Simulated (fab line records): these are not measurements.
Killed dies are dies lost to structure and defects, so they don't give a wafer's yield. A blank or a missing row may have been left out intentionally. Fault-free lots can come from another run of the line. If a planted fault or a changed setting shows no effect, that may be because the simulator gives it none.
What tool caused it? / flow nandHarc / 12 lots with 36 wafers sampled at 3 steps, on a route of 1159 steps

== WHAT EACH GAUGE READ, for each wafer ==
NHARC_A_CONTACT_OVL_MEAS_70.
lot=L075; measured=day 17 00:26; on=overlay-02; overlayXNm (nm)=-0.4 -0.6 -0.5
lot=L080; measured=day 17 13:34; on=overlay-01; overlayXNm (nm)=0.2 0.5 0.7
lot=L079; measured=day 17 22:37; on=overlay-02; overlayXNm (nm)=-1.7 -1.4 -1.9
lot=L081; measured=day 18 09:40; on=overlay-02; overlayXNm (nm)=0.1 0.3 0.3
lot=L083; measured=day 19 00:22; on=overlay-01; overlayXNm (nm)=-0.7 -0.9 -1.1
lot=L084; measured=day 19 09:11; on=overlay-01; overlayXNm (nm)=-1.4 -1.8 -1.9
lot=L087; measured=day 19 13:46; on=overlay-02; overlayXNm (nm)=0.6 0.0 0.2
lot=L089; measured=day 20 16:02; on=overlay-02; overlayXNm (nm)=0.5 0.4 0.6
lot=L094; measured=day 20 22:32; on=overlay-01; overlayXNm (nm)=-0.1 -0.2 0.1
lot=L092; measured=day 21 08:19; on=overlay-01; overlayXNm (nm)=0.6 0.1 1.6
lot=L095; measured=day 21 21:30; on=overlay-01; overlayXNm (nm)=2.0 1.5 1.7
lot=L097; measured=day 22 09:58; on=overlay-01; overlayXNm (nm)=1.6 1.6 1.2

== EACH LOT AND THE TOOL THAT RAN IT (in order: tool; ch and the chambers of the sampled wafers; start) ==
lot=L075; NHARC_A_CONTACT_ETCH_111=harCapEtch-02 ch 0,1, day 16 17:43; NHARC_A_CONTACT_ETCH_120=harCapEtch-02 ch 0,1, day 16 18:38
lot=L080; NHARC_A_CONTACT_ETCH_111=harCapEtch-03 ch 0,1, day 17 06:13; NHARC_A_CONTACT_ETCH_120=harCapEtch-03 ch 0,1, day 17 07:08
lot=L079; NHARC_A_CONTACT_ETCH_111=harCapEtch-03 ch 0,1, day 17 16:26; NHARC_A_CONTACT_ETCH_120=harCapEtch-03 ch 0,1, day 17 17:19
lot=L081; NHARC_A_CONTACT_ETCH_111=harCapEtch-01 ch 0,1, day 18 01:19; NHARC_A_CONTACT_ETCH_120=harCapEtch-01 ch 0,1, day 18 02:14
lot=L083; NHARC_A_CONTACT_ETCH_111=harCapEtch-01 ch 0,1, day 18 16:40; NHARC_A_CONTACT_ETCH_120=harCapEtch-01 ch 0,1, day 18 17:35
lot=L084; NHARC_A_CONTACT_ETCH_111=harCapEtch-03 ch 0,1, day 19 02:22; NHARC_A_CONTACT_ETCH_120=harCapEtch-03 ch 0,1, day 19 03:15
lot=L087; NHARC_A_CONTACT_ETCH_111=harCapEtch-03 ch 0,1, day 19 07:16; NHARC_A_CONTACT_ETCH_120=harCapEtch-03 ch 0,1, day 19 08:14
lot=L089; NHARC_A_CONTACT_ETCH_111=harCapEtch-02 ch 0,1, day 20 10:33; NHARC_A_CONTACT_ETCH_120=harCapEtch-02 ch 0,1, day 20 11:29
lot=L094; NHARC_A_CONTACT_ETCH_111=harCapEtch-03 ch 0,1, day 20 14:26; NHARC_A_CONTACT_ETCH_120=harCapEtch-03 ch 0,1, day 20 15:37
lot=L092; NHARC_A_CONTACT_ETCH_111=harCapEtch-01 ch 0,1, day 21 02:23; NHARC_A_CONTACT_ETCH_120=harCapEtch-01 ch 0,1, day 21 03:18
lot=L095; NHARC_A_CONTACT_ETCH_111=harCapEtch-02 ch 0,1, day 21 15:40; NHARC_A_CONTACT_ETCH_120=harCapEtch-02 ch 0,1, day 21 16:36
lot=L097; NHARC_A_CONTACT_ETCH_111=harCapEtch-02 ch 0,1, day 22 04:21; NHARC_A_CONTACT_ETCH_120=harCapEtch-02 ch 0,1, day 22 05:16
- NHARC_A_CONTACT_ETCH_111: etches the open film in C4F8/O2/Ar, time 140 s, target depth 700 nm.
- NHARC_A_CONTACT_ETCH_120: etches the open film in C4F8/O2/Ar, time 94 s, target depth 922 nm.

== THE ANSWER, worked out from the rows above alone ==
Rule: the lots themselves supply what counts as usual. The widest of any qualifying gaps counts: lots, ordered by their means at a reading, are off when they make up no more than a third of the lots, leave a main group of 4 or more, and stand apart from it by 3 or more times the standard deviation of that group's means. Not used: any main group whose means are identical at the precision the tables above print for the reading. A lot without any number at a reading at which 4 lots or more have one is off too. All remaining lots with rows at the step are treated as sound.
No lot is off on any of the readings shown, so nothing can be concluded from this.

== WHAT THE SIMULATOR HAD PUT IN ==
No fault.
